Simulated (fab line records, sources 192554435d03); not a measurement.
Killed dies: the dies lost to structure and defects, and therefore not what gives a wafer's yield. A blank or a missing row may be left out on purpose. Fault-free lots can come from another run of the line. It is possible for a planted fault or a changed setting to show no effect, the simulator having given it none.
Chamber matching	flow n5 finfet	4 sister chambers for N5_BEOL_M6_ALD_77 on ald metal-04
The step deposits TaN, target thk 2 nm, pulse time 2 s, purge time 3 s. 4 wafers are shown with their chamber, then 10 later ones without.

## WAFERS, EACH WITH ITS CHAMBER
wafer	chamber	heater power w (W)
L082.1	0	429
L083.1	1	397
L089.2	3	440
L089.3	2	400

## WAFERS WHOSE CHAMBER IS MISSING
wafer	heater power w (W)
L089.5	416
L091.1	428
L091.2	404
L091.3	434
L093.2	419
L093.3	399
L093.4	440
L096.1	432
L096.2	409
L096.4	428

## WHICH CHAMBER EACH ONE RAN IN
wafer	from the rows above	in truth
L089.5	can't be placed: 0 or 2 or 1 or 3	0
L091.1	can't be placed: 0 or 3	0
L091.2	can't be placed: 2 or 1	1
L091.3	can't be placed: 0 or 3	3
L093.2	can't be placed: 0 or 2 or 3 or 1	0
L093.3	can't be placed: 2 or 1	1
L093.4	can't be placed: 3 or 0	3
L096.1	can't be placed: 0 or 3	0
L096.2	can't be placed: 2 or 1 or 0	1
L096.4	can't be placed: 0 or 3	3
0 of 10 placed correctly. From these rows, 10 cannot be placed; in 10 the true chamber is one of the candidates. 0 placed wrongly.
How it was worked out, from the rows above alone: a wafer's distance from a chamber is the root of the sum, over the readings, of the square of ((its reading less the chamber's mean) divided by the reading's scatter). The wafer belongs to the nearest chamber; if the next one is less than 2 further off, it can't be placed. The mean given for a chamber averages the wafers shown for that chamber. The scatter: root of mean squared gap, hidden wafer to nearest shown wafer, with one shown wafer a chamber.
